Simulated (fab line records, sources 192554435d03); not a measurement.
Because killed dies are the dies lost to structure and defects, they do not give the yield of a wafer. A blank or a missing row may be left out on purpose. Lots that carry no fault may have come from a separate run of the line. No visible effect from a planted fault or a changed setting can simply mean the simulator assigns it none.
fab line records :: flow n5_finfet
record
  lots=3
  wafers=9
  last_day=19
route steps=1938 shown BEOL_M4@1099 BEOL_M5@1112 BEOL_M10@1509 PASSIVATION@1936
lots that met no fault: taken from a fault-free run of the same line
start_h: the number of hours between the record's first day and the start of the first shown wafer of the lot :: wait_h: hours elapsed since this lot's preceding step :: " repeats the value in the row above :: L1.1+2: one row covering several wafers at once :: - no value, or no start was given :: * or withheld: withheld :: < > ~ a bound
route shown NAME@n: names a module that has steps shown in the file, with the first one's number in the route :: usual: mean/standard deviation of fault-free wafers :: same: alike in all rows :: chamber/n: place in a boat :: sites: readings site by site :: _std_site: the values' standard deviation :: _edge_site: mean of outer sites minus mean of inner sites :: radius_mm: how far each site lies from the wafer's centre :: mask NAME#n: copy n :: behind: the last tool/chamber to shape the wafer :: hold: the reason the lot was held/the length of the hold in hours/how it ended :: device: which transistor (n, p or np) failed to switch :: end of line: tests run on the same wafers once the route is complete :: a step with no rows: only its recipe :: killed: the dies lost at the first sort to structure and to defects; this is not the yield of the wafer :: map: shows each die of a wafer: x if killed, . if not, _ if none is there
set.NAME: setting as actually run; set.NAME@STEP: the setting as run at that earlier step :: model.NAME: the simulator's own value behind a step, which no gauge read
lots at selected steps of the route; one table per step, one row per wafer
services: from which hour (start_h, from the record's first day; less than 0 if before it) a tool's chamber was out of use, for how many hours, and why
## steps
# step N5_BEOL_M4_ANNEAL_95
# recipe
  temp_c=400
  time_s=240
  ambient=vacuum
# step N5_BEOL_M4_SPUTTER_96
# recipe
  material=Cu
  target_thk_a=45
  temp_c=-20
  chamber_pressure_pa=0.07
  power_w=withheld
  time_s=8.29
# step N5_BEOL_M4_ECD_50
# recipe
  material=Cu
  target_thk_a=3000
# step N5_BEOL_M4_ANNEAL_51
# recipe
  temp_c=225
  time_s=90
  ambient=N2
# step N5_BEOL_M4_CMP_52
# recipe
  stop_on=SiOC
  t_overpolish_s=6.8
  down_force_psi=1
  platen_rpm=50
  clearing_platen_down_force_psi=1.5
  clearing_platen_rpm=50
  post_cmp_clean=cu_alkaline
  target_thk_nm=40
  clearing_platen_pad_velocity_m_s=0.99484
  pad_velocity_m_s=0.99484
# step N5_BEOL_M4_PRE_CLEAN_60
# recipe
  gas=NH3/H2
  time_s=15
  temp_c=*
  rf_power_w=300
# step N5_BEOL_M4_CO_CAP_55
# recipe
  material=Co
  target_thk_a=20
  temp_c=200
  precursor=CCTBA/H2
  pressure_torr=30
  time_s=102.1
# step N5_BEOL_M4_PRE_CLEAN_56
# recipe
  gas=NH3
  time_s=15
  temp_c=withheld
  rf_power_w=300
# step N5_BEOL_M4_DEP_57
# recipe
  material=SiCN
  target_thk_a=80
  temp_c=withheld
  precursor=3MS/NH3
  pressure_torr=3
  rf_w=202
  time_s=14
# step N5_BEOL_M4_RC_MEAS_101
# usual
  DIBL_N=35.1/1.6
  DIBL_P=34.9/1.8
  IOFF_N=0.143/0.026
  IOFF_P=0.21/0.037
  ION_N=671/11
  ION_P=463/7.8
  SS_N=71.2/0.58
  SS_P=73.0/0.54
  VT_N=251/3
  VT_P=-250/4.1
lot.wafer: L864.2
tool: prober-01
chamber: 0
start_h: 246.44
wait_h: 0.2
DIBL_N[mV/V]: 35.9
DIBL_P[mV/V]: 35.2
IOFF_N[nA/um]: 0.157
IOFF_P[nA/um]: 0.22
ION_N[uA/um]: 681
ION_P[uA/um]: 470
SS_N[mV/dec]: 71.5
SS_P[mV/dec]: 73.1
VT_N[mV]: 248
VT_P[mV]: -247

lot.wafer: L864.3
tool: prober-01
chamber: 0
start_h: 246.44
wait_h: 0.2
DIBL_N[mV/V]: 35.5
DIBL_P[mV/V]: 35.7
IOFF_N[nA/um]: 0.158
IOFF_P[nA/um]: 0.22
ION_N[uA/um]: 680
ION_P[uA/um]: 469
SS_N[mV/dec]: 70.7
SS_P[mV/dec]: 73.0
VT_N[mV]: 248
VT_P[mV]: -250

lot.wafer: L864.5
tool: prober-01
chamber: 0
start_h: 246.44
wait_h: 0.2
DIBL_N[mV/V]: 34.0
DIBL_P[mV/V]: 33.5
IOFF_N[nA/um]: 0.136
IOFF_P[nA/um]: 0.18
ION_N[uA/um]: 678
ION_P[uA/um]: 462
SS_N[mV/dec]: 70.5
SS_P[mV/dec]: 72.5
VT_N[mV]: 251
VT_P[mV]: -249

lot.wafer: L865.1
tool: prober-01
chamber: 0
start_h: 249.97
wait_h: 0.0
DIBL_N[mV/V]: 34.6
DIBL_P[mV/V]: 33.2
IOFF_N[nA/um]: 0.116
IOFF_P[nA/um]: 0.15
ION_N[uA/um]: 673
ION_P[uA/um]: 452
SS_N[mV/dec]: 70.6
SS_P[mV/dec]: 73.0
VT_N[mV]: 255
VT_P[mV]: -257

lot.wafer: L865.4
tool: prober-01
chamber: 0
start_h: 249.97
wait_h: 0.0
DIBL_N[mV/V]: 35.2
DIBL_P[mV/V]: 34.2
IOFF_N[nA/um]: 0.126
IOFF_P[nA/um]: 0.17
ION_N[uA/um]: 668
ION_P[uA/um]: 461
SS_N[mV/dec]: 71.3
SS_P[mV/dec]: 72.4
VT_N[mV]: 255
VT_P[mV]: -255

lot.wafer: L865.5
tool: prober-01
chamber: 0
start_h: 249.97
wait_h: 0.0
DIBL_N[mV/V]: 33.8
DIBL_P[mV/V]: 32.4
IOFF_N[nA/um]: 0.111
IOFF_P[nA/um]: 0.15
ION_N[uA/um]: 663
ION_P[uA/um]: 451
SS_N[mV/dec]: 70.7
SS_P[mV/dec]: 72.0
VT_N[mV]: 255
VT_P[mV]: -255

lot.wafer: L876.1
tool: prober-01
chamber: 0
start_h: 339.61
wait_h: 0.6
DIBL_N[mV/V]: 34.2
DIBL_P[mV/V]: 32.7
IOFF_N[nA/um]: 0.114
IOFF_P[nA/um]: 0.20
ION_N[uA/um]: 657
ION_P[uA/um]: 468
SS_N[mV/dec]: 70.9
SS_P[mV/dec]: 72.2
VT_N[mV]: 254
VT_P[mV]: -250

lot.wafer: L876.2
tool: prober-01
chamber: 0
start_h: 339.61
wait_h: 0.6
DIBL_N[mV/V]: 36.7
DIBL_P[mV/V]: 33.9
IOFF_N[nA/um]: 0.153
IOFF_P[nA/um]: 0.22
ION_N[uA/um]: 662
ION_P[uA/um]: 460
SS_N[mV/dec]: 72.7
SS_P[mV/dec]: 72.5
VT_N[mV]: 253
VT_P[mV]: -246

lot.wafer: L876.4
tool: prober-01
chamber: 0
start_h: 339.61
wait_h: 0.6
DIBL_N[mV/V]: 36.3
DIBL_P[mV/V]: 35.8
IOFF_N[nA/um]: 0.155
IOFF_P[nA/um]: 0.26
ION_N[uA/um]: 670
ION_P[uA/um]: 474
SS_N[mV/dec]: 71.6
SS_P[mV/dec]: 73.3
VT_N[mV]: 251
VT_P[mV]: -245
# step N5_BEOL_M5_ILD_DEP_00
# recipe
  material=SiCOH_lowk
  target_thk_a=1406.4
  temp_c=300
  precursor=DEMS/porogen
  pressure_torr=5
  rf_w=500
  time_s=25.9
# step N5_BEOL_M5_CURE_79
# recipe
  temp_c=385
  time_s=240
  ambient=He/Ar
  material=SiCOH_lowk
# step N5_BEOL_M5_PECVD_70
# recipe
  material=SiO2
  target_thk_a=160
  temp_c=400
  precursor=TEOS/O2
  pressure_torr=5.5
  rf_w=450
  teos_flow_sccm=53.8
  gas=O2
  flow_sccm=3000
  time_s=18
# step N5_BEOL_M5_HM_DEP_02
# recipe
  material=TiN
  target_thk_a=200
  temp_c=25
  chamber_pressure_pa=0.49996
# step N5_BEOL_M5_COAT_59
# recipe
  resist=SOC
  temp_c=250
  time_s=60
  spin_rpm=1500
  resist_thk_nm=60
# step N5_BEOL_M5_COAT_60
# recipe
  resist=SiARC
  temp_c=220
  time_s=60
  spin_rpm=1500
  resist_thk_nm=12
# step N5_BEOL_M5_COAT_71
# recipe
  resist=underlayer
  temp_c=205
  time_s=60
  spin_rpm=1500
  resist_thk_nm=5
# step N5_BEOL_M5_COAT_05
# recipe
  resist=CAR-EUV
  spin_rpm=1500
  resist_thk_nm=30
# step N5_BEOL_M5_EBR_07
# recipe
  solvent=PGMEA
  ebr_width_mm=1.5
# step N5_BEOL_M5_SOFTBAKE_06
# recipe
  temp_c=110
  time_s=60
  resist=CAR-EUV
# step N5_BEOL_M5_EXPOSE_08
# recipe
  mask_id=M5
  na=0.33
  source_shape=annular
  sigma_inner=0.4
  sigma_outer=0.8
  polarization=unpolarized
  target_cd_nm=28
  dose_mj=35.75
# step N5_BEOL_M5_PEB_09
# recipe
  peb_temp_c=100
  peb_time_s=60
  resist=CAR-EUV
# step N5_BEOL_M5_DEVELOP_10
# recipe
  develop_time_s=30
  developer=TMAH
  resist=CAR-EUV
  rinse_liquid=surfactant_rinse
  dry=air_spin
  dev_temp_c=23
# step N5_BEOL_M5_DESCUM_16
# recipe
  chemistry=O2
  time_s=7
  source_power_w=50
  bias_power_w=20
  pressure_mtorr=20
  rf_frequency_hz=2.712e+07
  temp_c=40
  resist=CAR-EUV
  o2_flow_sccm=225
# step N5_BEOL_M5_ETCH_72
# recipe
  chemistry=N2/H2
  target=underlayer
  target_depth_a=65
  mask_material=CAR-EUV
  time_s=5.2
  ion_energy_ev=200
  pressure_mtorr=30
  source_w=840
  bias_w=150
  n2_flow_sccm=200
  h2_flow_sccm=200
  ends=cleared
# step N5_BEOL_M5_ETCH_61
# recipe
  chemistry=CF4
  target=SiARC
  target_depth_a=156
  mask_material=CAR-EUV
  time_s=26
  ion_energy_ev=80
  pressure_mtorr=40
  source_w=545
  bias_w=36
  Ar_flow_sccm=100
  cf4_flow_sccm=100
  ends=cleared
# step N5_BEOL_M5_ETCH_62
# recipe
  chemistry=N2/H2
  target=SOC
  target_depth_a=750
  overetch_a=150
  mask_material=SiARC
  temp_c=40
  time_s=112.5
  ion_energy_ev=200
  pressure_mtorr=30
  source_w=840
  bias_w=150
  n2_flow_sccm=200
  h2_flow_sccm=200
# step N5_BEOL_M5_STRIP_63
# recipe
  chemistry=N2/H2
  temp_c=40
  n2_flow_sccm=200
  h2_flow_sccm=200
  rf_frequency_hz=6e+07
# step N5_BEOL_M5_STRIP_73
# recipe
  chemistry=N2/H2
  temp_c=40
  n2_flow_sccm=200
  h2_flow_sccm=200
  rf_frequency_hz=6e+07
# step N5_BEOL_M5_STRIP_64
# recipe
  chemistry=CF4
  resist=SiARC
  power_w=300
  bias_power_w=75
  pressure_mtorr=50
  cf4_flow_sccm=150
  rf_frequency_hz=6e+07
# step N5_BEOL_M5_HM_OPEN_17
# recipe
  chemistry=Cl2/BCl3
  target_depth_a=200
  overetch_a=60
  target=TiN
  mask_material=SOC
  ion_energy_ev=150
  pressure_mtorr=10
  icp_w=1000
  bias_w=126
  Cl2_flow_sccm=53.25
  bcl3_flow_sccm=21.75
  Ar_flow_sccm=25
# step N5_BEOL_M5_STRIP_19
# recipe
  chemistry=O2
  power_w=400
  temp_c=40
  pressure_mtorr=30
  rf_frequency_hz=6e+07
  bias_power_w=0
  overash_fraction=0.2
  o2_flow_sccm=225
# step N5_BEOL_M5_COAT_65
# recipe
  resist=SOC
  temp_c=250
  time_s=60
  spin_rpm=1500
  resist_thk_nm=60
# step N5_BEOL_M5_COAT_66
# recipe
  resist=SiARC
  temp_c=220
  time_s=60
  spin_rpm=1500
  resist_thk_nm=12
# step N5_BEOL_M10_VIA_ETCH_34
# recipe
  chemistry=C4F6/O2
  target=SiCOH_lowk
  target_depth_a=1845
  mask_material=SOC
  taper_deg=4
  time_s=69.2
  ion_energy_ev=250
  pressure_mtorr=30
  source_w=345
  bias_w=185
  Ar_flow_sccm=300
  C4F6_flow_sccm=10
  O2_flow_sccm=10
# usual
  C4F6_flow_sccm=10.00/0.035
  drypump_motor_current_A=5.72/0.25
  oes_product_au=0.83/0.06
  rf_vpp_V=668/13
  showerhead_plenum_p_Torr=2.89/0.091
  throttle_valve_pct=20.81/0.22
lot.wafer: L864.2
tool: rie_diel-06
chamber: 1
start_h: 302.02
wait_h: 0.0
C4F6_flow_sccm: 10.04
drypump_motor_current_A: 5.61
oes_product_au: 0.80
rf_hours_counter_h: 120
rf_vpp_V: 678
showerhead_plenum_p_Torr: 2.76
throttle_valve_pct: 20.80
model.etch.depth_nm: 186.2
model.SOC_of_BEOL_M10_COAT_63.thk_nm: 91.4

lot.wafer: L864.3
tool: rie_diel-06
chamber: 0
start_h: 302.02
wait_h: 0.0
C4F6_flow_sccm: 10.03
drypump_motor_current_A: 5.57
oes_product_au: 0.80
rf_hours_counter_h: 91
rf_vpp_V: 664
showerhead_plenum_p_Torr: 2.98
throttle_valve_pct: 20.97
model.etch.depth_nm: 186.3
model.SOC_of_BEOL_M10_COAT_63.thk_nm: 91.8

lot.wafer: L864.5
tool: rie_diel-06
chamber: 1
start_h: 302.02
wait_h: 0.0
C4F6_flow_sccm: 10.03
drypump_motor_current_A: 5.62
oes_product_au: 0.80
rf_hours_counter_h: -
rf_vpp_V: 676
showerhead_plenum_p_Torr: 2.76
throttle_valve_pct: 20.79
model.etch.depth_nm: 186.5
model.SOC_of_BEOL_M10_COAT_63.thk_nm: 91.4

lot.wafer: L865.1
tool: rie_diel-06
chamber: 2
start_h: 305.31
wait_h: 0.0
C4F6_flow_sccm: 9.95
drypump_motor_current_A: 5.74
oes_product_au: 0.66
rf_hours_counter_h: 84
rf_vpp_V: 689
showerhead_plenum_p_Torr: 3.02
throttle_valve_pct: 20.64
model.etch.depth_nm: 126.4
model.SOC_of_BEOL_M10_COAT_63.thk_nm: 94.2

lot.wafer: L865.4
tool: rie_diel-06
chamber: 1
start_h: 305.31
wait_h: 0.0
C4F6_flow_sccm: 10.02
drypump_motor_current_A: 5.64
oes_product_au: 0.80
rf_hours_counter_h: 121
rf_vpp_V: 675
showerhead_plenum_p_Torr: 2.76
throttle_valve_pct: 20.80
model.etch.depth_nm: 188.5
model.SOC_of_BEOL_M10_COAT_63.thk_nm: 91

lot.wafer: L865.5
tool: rie_diel-06
chamber: 1
start_h: 305.31
wait_h: 0.0
C4F6_flow_sccm: 9.99
drypump_motor_current_A: 5.63
oes_product_au: 0.80
rf_hours_counter_h: -
rf_vpp_V: 677
showerhead_plenum_p_Torr: 2.76
throttle_valve_pct: 20.80
model.etch.depth_nm: 186.4
model.SOC_of_BEOL_M10_COAT_63.thk_nm: 91.4

lot.wafer: L876.1
tool: rie_diel-04
chamber: 3
start_h: 399.34
wait_h: 0.0
C4F6_flow_sccm: 10.00
drypump_motor_current_A: 6.04
oes_product_au: 0.80
rf_hours_counter_h: 114
rf_vpp_V: 694
showerhead_plenum_p_Torr: 2.99
throttle_valve_pct: 21.02
model.etch.depth_nm: 187.5
model.SOC_of_BEOL_M10_COAT_63.thk_nm: 92

lot.wafer: L876.2
tool: rie_diel-04
chamber: 0
start_h: 399.34
wait_h: 0.0
C4F6_flow_sccm: 10.01
drypump_motor_current_A: 5.47
oes_product_au: 0.86
rf_hours_counter_h: 44
rf_vpp_V: 676
showerhead_plenum_p_Torr: 2.79
throttle_valve_pct: 20.63
model.etch.depth_nm: 187.3
model.SOC_of_BEOL_M10_COAT_63.thk_nm: 92.2

lot.wafer: L876.4
tool: rie_diel-04
chamber: 1
start_h: 399.34
wait_h: 0.0
C4F6_flow_sccm: 10.01
drypump_motor_current_A: 6.05
oes_product_au: 0.84
rf_hours_counter_h: 72
rf_vpp_V: 663
showerhead_plenum_p_Torr: 2.87
throttle_valve_pct: 20.82
model.etch.depth_nm: 186.4
model.SOC_of_BEOL_M10_COAT_63.thk_nm: 92.2
# step N5_PASSIVATION_PROBE_49
# usual
  defect_limited_yield=91.1/1.4
  killed_at_M0_to_M3=36/11
  killed_at_M4_up=14/5.2
  killed_at_contacts=12/6.1
  killed_at_front_end=40/12
  killed_at_other=3.2/2.5
  killed_dies=105/16
  killed_on_rim=14/4.4
  killed_open=68/12
  killed_short=35/8.7
  sort_bin_5_function=5.2/0.89
  sort_bin_6_memory=3.3/0.66
  sort_n_pass=1074/16
  sort_yield_pct=91.1/1.4
# same
  gross_dies=1180
  killed_at_back_side=0
  sort_bin_4_leakage[%]=0
  sort_bin_8_speed[%]=0
lot.wafer: L864.2
tool: prober-02
chamber: -
start_h: 362.53
wait_h: 0.1
defect_limited_yield[%]: 91.0
killed_at_M0_to_M3: 38
killed_at_M4_up: 13
killed_at_contacts: 12
killed_at_front_end: 36
killed_at_other: 7
killed_dies: 106
killed_on_rim: 15
killed_open: 74
killed_short: 28
sort_bin_5_function[%]: 4.9
sort_bin_6_memory[%]: 3.6
sort_n_pass: 1074
sort_yield_pct[%]: 91.0

lot.wafer: L864.3
tool: prober-02
chamber: -
start_h: 362.58
wait_h: 0.1
defect_limited_yield[%]: 91.4
killed_at_M0_to_M3: 49
killed_at_M4_up: 6
killed_at_contacts: 8
killed_at_front_end: 34
killed_at_other: 5
killed_dies: 102
killed_on_rim: 7
killed_open: 57
killed_short: 44
sort_bin_5_function[%]: 5.1
sort_bin_6_memory[%]: 3.1
sort_n_pass: 1078
sort_yield_pct[%]: 91.4

lot.wafer: L865.1
tool: prober-01
chamber: -
start_h: 362.92
wait_h: 0.0
defect_limited_yield[%]: 0
killed_at_M0_to_M3: 32
killed_at_M4_up: 1077
killed_at_contacts: 17
killed_at_front_end: 53
killed_at_other: 1
killed_dies: 1180
killed_on_rim: 152
killed_open: 86
killed_short: 32
sort_bin_5_function[%]: 96.3
sort_bin_6_memory[%]: 3.6
sort_n_pass: 0
sort_yield_pct[%]: 0

lot.wafer: L865.5
tool: prober-01
chamber: -
start_h: 363.12
wait_h: 0.2
defect_limited_yield[%]: 90.2
killed_at_M0_to_M3: 42
killed_at_M4_up: 16
killed_at_contacts: 13
killed_at_front_end: 42
killed_at_other: 3
killed_dies: 116
killed_on_rim: 12
killed_open: 70
killed_short: 43
sort_bin_5_function[%]: 6.4
sort_bin_6_memory[%]: 3.1
sort_n_pass: 1064
sort_yield_pct[%]: 90.2

lot.wafer: L876.1
tool: prober-02
chamber: -
start_h: 458.35
wait_h: 0.0
defect_limited_yield[%]: 89.7
killed_at_M0_to_M3: 44
killed_at_M4_up: 19
killed_at_contacts: 8
killed_at_front_end: 46
killed_at_other: 4
killed_dies: 121
killed_on_rim: 11
killed_open: 87
killed_short: 32
sort_bin_5_function[%]: 5.7
sort_bin_6_memory[%]: 4.2
sort_n_pass: 1059
sort_yield_pct[%]: 89.7

lot.wafer: L876.2
tool: prober-02
chamber: -
start_h: 458.40
wait_h: 0.1
defect_limited_yield[%]: 93.0
killed_at_M0_to_M3: 49
killed_at_M4_up: 9
killed_at_contacts: 7
killed_at_front_end: 18
killed_at_other: 0
killed_dies: 83
killed_on_rim: 18
killed_open: 54
killed_short: 26
sort_bin_5_function[%]: 4.0
sort_bin_6_memory[%]: 3.0
sort_n_pass: 1097
sort_yield_pct[%]: 93.0

lot.wafer: L876.4
tool: prober-02
chamber: -
start_h: 458.50
wait_h: 0.2
defect_limited_yield[%]: 91.6
killed_at_M0_to_M3: 44
killed_at_M4_up: 13
killed_at_contacts: 19
killed_at_front_end: 22
killed_at_other: 1
killed_dies: 99
killed_on_rim: 13
killed_open: 69
killed_short: 28
sort_bin_5_function[%]: 4.7
sort_bin_6_memory[%]: 3.6
sort_n_pass: 1081
sort_yield_pct[%]: 91.6
# killed by level:class
L864.2 BEOL_M2:geometric_particle:open=16 BEOL_M0_SAQP:geometric_particle:open=13 FIN_SAQP:geometric_particle:open=11 MOL_CONTACT_COAG:geometric_particle:open=11 BEOL_M0_SAQP:geometric_particle:short=6 STI_FIN_REVEAL:geometric_particle:open=5 STARTING-WAFER:geometric_particle:short=5 FIN_SAQP:geometric_particle:short=4
L864.3 BEOL_M0_SAQP:geometric_particle:short=15 BEOL_M0_SAQP:geometric_particle:open=12 BEOL_M2:geometric_particle:open=11 FIN_SAQP:geometric_particle:short=7 FIN_SAQP:geometric_particle:open=6 ILD0:geometric_particle:short=5 BEOL_M3:geometric_particle:open=5 GATE_CUT:geometric_particle:short=4
L865.1 BEOL_M10:area_etch=1059 MOL_CONTACT_COAG:geometric_particle:open=15 BEOL_M0_SAQP:geometric_particle:open=15 FIN_SAQP:geometric_particle:open=13 FIN_SAQP:geometric_particle:short=11 BEOL_M3:geometric_particle:open=7 BEOL_M4:geometric_particle:open=7 STI_FIN_REVEAL:geometric_particle:open=6
L865.5 BEOL_M0_SAQP:geometric_particle:short=11 MOL_CONTACT_COAG:geometric_particle:open=9 BEOL_M0_SAQP:geometric_particle:open=8 BEOL_M3:geometric_particle:open=8 FIN_SAQP:geometric_particle:short=7 STI_FIN_REVEAL:geometric_particle:open=7 ILD0:geometric_particle:short=7 BEOL_M5:geometric_particle:open=7
L876.1 STI_FIN_REVEAL:geometric_particle:open=15 BEOL_M2:geometric_particle:open=14 FIN_SAQP:geometric_particle:open=8 MOL_CONTACT_COAG:geometric_particle:open=8 BEOL_M0_SAQP:geometric_particle:open=6 BEOL_M1:geometric_particle:open=5 STARTING-WAFER:geometric_particle:open=5 BEOL_M0_SAQP:geometric_particle:short=4
L876.2 BEOL_M2:geometric_particle:open=15 BEOL_M0_SAQP:geometric_particle:open=8 BEOL_M0_SAQP:geometric_particle:short=8 MOL_CONTACT_COAG:geometric_particle:open=7 BEOL_M1:geometric_particle:open=5 GATE_CUT:geometric_particle:open=4 BEOL_M0:geometric_particle:short=4 STI_FIN_REVEAL:geometric_particle:open=3
L876.4 BEOL_M2:geometric_particle:open=17 MOL_CONTACT_COAG:geometric_particle:open=15 BEOL_M0_SAQP:geometric_particle:short=7 BEOL_M0:geometric_particle:short=6 BEOL_M5:geometric_particle:open=6 STI_FIN_REVEAL:geometric_particle:open=5 MOL_CONTACT_COAG:geometric_particle:short=4 BEOL_M0_SAQP:geometric_particle:open=4
# map L865.1 (x killed, . not)
_________________xxxxxxxxxxxx________________
______________xxxxxxxxxxxxxxxxxx_____________
___________xxxxxxxxxxxxxxxxxxxxxxxx__________
__________xxxxxxxxxxxxxxxxxxxxxxxxxx_________
________xxxxxxxxxxxxxxxxxxxxxxxxxxxxxx_______
_______xxxxxxxxxxxxxxxxxxxxxxxxxxxxxxxx______
______xxxxxxxxxxxxxxxxxxxxxxxxxxxxxxxxxx_____
_____xxxxxxxxxxxxxxxxxxxxxxxxxxxxxxxxxxxx____
____xxxxxxxxxxxxxxxxxxxxxxxxxxxxxxxxxxxxxx___
___xxxxxxxxxxxxxxxxxxxxxxxxxxxxxxxxxxxxxxxx__
___xxxxxxxxxxxxxxxxxxxxxxxxxxxxxxxxxxxxxxxx__
__xxxxxxxxxxxxxxxxxxxxxxxxxxxxxxxxxxxxxxxxxx_
__xxxxxxxxxxxxxxxxxxxxxxxxxxxxxxxxxxxxxxxxxx_
_xxxxxxxxxxxxxxxxxxxxxxxxxxxxxxxxxxxxxxxxxxxx
_xxxxxxxxxxxxxxxxxxxxxxxxxxxxxxxxxxxxxxxxxxxx
_xxxxxxxxxxxxxxxxxxxxxxxxxxxxxxxxxxxxxxxxxxxx
_xxxxxxxxxxxxxxxxxxxxxxxxxxxxxxxxxxxxxxxxxxxx
_xxxxxxxxxxxxxxxxxxxxxxxxxxxxxxxxxxxxxxxxxxxx
_xxxxxxxxxxxxxxxxxxxxxxxxxxxxxxxxxxxxxxxxxxxx
_xxxxxxxxxxxxxxxxxxxxxxxxxxxxxxxxxxxxxxxxxxxx
_xxxxxxxxxxxxxxxxxxxxxxxxxxxxxxxxxxxxxxxxxxxx
__xxxxxxxxxxxxxxxxxxxxxxxxxxxxxxxxxxxxxxxxxx_
__xxxxxxxxxxxxxxxxxxxxxxxxxxxxxxxxxxxxxxxxxx_
___xxxxxxxxxxxxxxxxxxxxxxxxxxxxxxxxxxxxxxxx__
___xxxxxxxxxxxxxxxxxxxxxxxxxxxxxxxxxxxxxxxx__
____xxxxxxxxxxxxxxxxxxxxxxxxxxxxxxxxxxxxxx___
_____xxxxxxxxxxxxxxxxxxxxxxxxxxxxxxxxxxxx____
______xxxxxxxxxxxxxxxxxxxxxxxxxxxxxxxxxx_____
_______xxxxxxxxxxxxxxxxxxxxxxxxxxxxxxxx______
________xxxxxxxxxxxxxxxxxxxxxxxxxxxxxx_______
__________xxxxxxxxxxxxxxxxxxxxxxxxxx_________
___________xxxxxxxxxxxxxxxxxxxxxxxx__________
______________xxxxxxxxxxxxxxxxxx_____________
_________________xxxxxxxxxxxx________________
# map L864.5 (x killed, . not)
_________________..........x.________________
______________.........x......x._____________
___________.........x............x.__________
__________x.....x....x......x......._________
________...x.........x..............x._______
_______..................x.............______
______..........x.x.........x..x........_____
_____..x..............x.x......x.x....x..____
____.....x.............x........x.....x...___
___...........x.........................x..__
___x....xx..............x..x..x............__
__.......x.............x.....x....x.x......._
__......x....x......x......x.......x........_
_......x...x......x..x.............x.........
_......x.....................x...............
_..x.....x..........x.........x.............x
_....................xx......................
_...x.........x...x.x......x.................
_..........x...........x.....................
_..x.........xxx.xx..............x...........
_.x....x.......x....xx...x...........x.......
__....xxx......x................xx.........._
__....x.........x.............x............._
___......x..x.....x.......x.....x....x.....__
___....................................x...__
____............x...x........xx.....x.x..x___
_____.....x..x....x.....x.............x.x____
______..................x..xx........x.._____
_______.x.........x...........x....xx..______
________........x.......x..x....x....x_______
__________........x................._________
___________x.......................__________
______________xx..........x....._____________
_________________....x..x....________________
## services
tool: rie_diel-04
chamber: -
start_h: 292.12
hours: 28.1
kind: pm

tool: rie_diel-04
chamber: 1
start_h: 326.00
hours: 10.0
kind: repair

tool: rie_diel-04
chamber: -
start_h: 341.02
hours: 0.3
kind: repair

tool: rie_diel-04
chamber: -
start_h: 391.12
hours: 0.2
kind: repair

tool: rie_diel-06
chamber: 0
start_h: 393.32
hours: 5.4
kind: repair
## key
first_sign
  step=N5_PASSIVATION_PROBE_49
  reading=killed_at_M4_up
  direction=up
  sigmas=99+
  usual=14
  struck=1077
effect
  step=N5_PASSIVATION_PROBE_49
  reading=sort_bin_5_function
  direction=up
  sigmas=99+
  usual=5.2
  struck=96.3
model_effect
  step=N5_BEOL_M10_VIA_ETCH_34
  value=etch.depth_nm
  without=185.7
  struck=126.4
more_kills_born_at
  N5_BEOL_M10_VIA_ETCH_34@rie_diel-06=1059
met_at N5_BEOL_M10_VIA_ETCH_34
struck_wafers L865.1
later_rows_left_out L865.1
fault
  kind=process_parameter_drift
  tool=rie_diel-06
  chamber=2
  onset_h=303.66
  steps=N5_BEOL_M10_VIA_ETCH_34
  channel=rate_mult
  offset=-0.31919
  shape=step
  end_h=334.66
# later_rows_left_out: the simulator's readings of these wafers behind a module that went badly wrong aren't trusted and aren't shown, but for the sort
